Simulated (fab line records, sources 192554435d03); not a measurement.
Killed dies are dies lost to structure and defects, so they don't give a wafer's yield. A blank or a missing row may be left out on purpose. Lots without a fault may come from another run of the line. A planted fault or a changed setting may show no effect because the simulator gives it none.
Chamber matching | flow n5_finfet | N5_BEOL_M11_ALD_74 on ald_metal-01: 4 sister chambers
The step deposits TaN, target thk 2 nm, pulse time 2 s, purge time 3 s. 16 wafers are shown with their chamber, then 8 later ones without.

WAFERS WITH THEIR CHAMBER
wafer  | chamber | heater_power_w (W)
L075.1 | 0       | 495
L075.2 | 1       | 389
L075.3 | 3       | 435
L075.4 | 2       | 472
L075.5 | 1       | 387
L075.6 | 2       | 477
L077.2 | 0       | 506
L077.4 | 1       | 386
L077.6 | 1       | 395
L074.1 | 1       | 384
L074.3 | 0       | 493
L074.5 | 3       | 452
L078.4 | 2       | 493
L078.5 | 3       | 438
L078.6 | 2       | 485
L086.2 | 1       | 386

SIGNATURES (means of the wafers above)
reading        | chamber 0 | chamber 1 | chamber 2 | chamber 3 | scatter within a chamber
heater_power_w | 498.00    | 387.83    | 481.75    | 441.67    | 7.03
Rule: a wafer's distance from a chamber is the root of the sum, over the readings, of the square of ((its reading less the chamber's mean) divided by the reading's scatter). The wafer belongs to the nearest chamber; if the next one is less than 2 further off, it can't be placed. The scatter: the root of (the sum of the squares of (reading less its chamber's mean) over the shown wafers, divided by (wafers less chambers)).

WAFERS WITHOUT THEIR CHAMBER
wafer  | heater_power_w (W)
L086.4 | 442
L086.5 | 504
L093.2 | 472
L093.3 | 394
L093.6 | 468
L097.3 | 383
L097.4 | 443
L097.6 | 499

WHICH CHAMBER EACH WENT THROUGH
wafer  | from the rows above     | in truth
L086.4 | 3                       | 3
L086.5 | 0                       | 0
L093.2 | 2                       | 2
L093.3 | 1                       | 1
L093.6 | can't be placed: 2 or 3 | 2
L097.3 | 1                       | 1
L097.4 | 3                       | 3
L097.6 | 0                       | 0
Placed correctly: 7 of 8. Can't be placed from these rows: 1 (the true chamber is among the candidates in 1). Placed wrongly: 0.
